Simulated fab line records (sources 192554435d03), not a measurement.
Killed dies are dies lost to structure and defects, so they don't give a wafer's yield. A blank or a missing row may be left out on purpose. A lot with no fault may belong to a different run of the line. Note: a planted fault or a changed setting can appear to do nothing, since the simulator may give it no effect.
3 desks, one fault	flow n5Finfet	numbers are kept per desk, each desk with only its own; the story behind them comes last

TOOL OWNER'S DESK, rieDiel-02
The tool's own readings at N5_BEOL_M8_ETCH_62 (etches SOC in N2/H2, target depth 110 nm, overetch 22 nm, time 165 s): means of the sampled wafers that have a number, for each lot that ran on this tool. A lot is out of limits, marked OUT, if its mean lies more than 4 standard deviations from the usual mean; the brackets give that distance.
Columns: A = biasW at N5_BEOL_M8_ETCH_62, usual 150.1 W; B = drypumpMotorCurrentA at N5_BEOL_M8_ETCH_62, usual 5.7 A; C = oesProductAu at N5_BEOL_M8_ETCH_62, usual 0.69 a.u.; D = rfFwdPowerW at N5_BEOL_M8_ETCH_62, usual 837.6 W; E = rfVppV at N5_BEOL_M8_ETCH_62, usual 523.6 V; F = showerheadPlenumPTorr at N5_BEOL_M8_ETCH_62, usual 2.54 Torr; G = throttleValvePct at N5_BEOL_M8_ETCH_62, usual 17.81 %
lot	first seen here	A	B	C	D	E	F	G
L743	day 10 02:25	162.6 (+28) OUT	6.0	0.71	838.0	549.8 (+9.7) OUT	2.55	17.74
L746	day 11 06:23	161.7 (+26) OUT	5.9	0.69	837.9	550.2 (+9.9) OUT	2.58	17.77
L755	day 13 21:17	150.0	6.1	0.68	837.0	522.6	2.49	17.75
This desk's finding: out of limits on L743, L746; first on L743, day 10 02:25 (biasW at N5_BEOL_M8_ETCH_62). In limits: L755.

THE DEFECT DESK
Lot by lot, what the route's inspections counted, given as the mean of those sampled wafers with a number. A lot is out of limits, marked OUT, if its mean lies more than 4 standard deviations from the usual mean; the brackets give that distance.
Columns: A = rawDefectCount at N5_BEOL_M8_INSPECT_13, usual 383
lot	first seen here	A
L738	day 8 20:26	278
L743	day 10 02:17	422
L746	day 11 06:10	357
L754	day 13 06:01	393
L755	day 13 21:00	349
L758	day 14 15:14	412
Finding of this desk: none of the 6 lots has anything out of limits.

FROM THE METROLOGY DESK
Means of the sampled wafers that have a number, per lot and without regard to the tool the lot ran on: this is what the gauges read. A lot is out of limits, marked OUT, if its mean lies more than 4 standard deviations from the usual mean; the brackets give that distance.
Columns: A = cdNm at N5_BEOL_M8_CD_MEAS_11, usual 38.4 nm; B = M8_OVL at N5_BEOL_M8_OVL_MEAS_12, usual 0.0 nm
lot	first seen here	A	B
L738	day 8 20:23	38.2	-1.4
L743	day 10 02:14	38.5	-0.3
L746	day 11 06:07	37.6	-0.3
L754	day 13 05:57	38.5	-0.1
L755	day 13 20:57	38.3	-1.2
L758	day 14 15:11	38.5	-0.1
Finding of this desk: none of the 6 lots has anything out of limits.

TAKEN TOGETHER
At day 10 02:25, on L743, L746, the tool owner's desk was in a position to raise an alarm.
Nothing the defect desk looked at was out of limits.
Nothing out of limits was seen by the metrology desk.
The defect desk has L743, L746 on record, within its limits.
The metrology desk holds a record of L743, L746, inside its limits.
N5_BEOL_M8_ETCH_62 was run on rieDiel-02 by each of the lots named.

WHAT THE SIMULATOR HAD PUT IN
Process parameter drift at N5_BEOL_M8_ETCH_62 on rieDiel-02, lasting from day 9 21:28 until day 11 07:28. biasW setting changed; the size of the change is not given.
Shown lots that were struck: L743, L746.
Delay in hours, fault start to first out-of-limits reading, by desk: the tool owner's desk at 5.
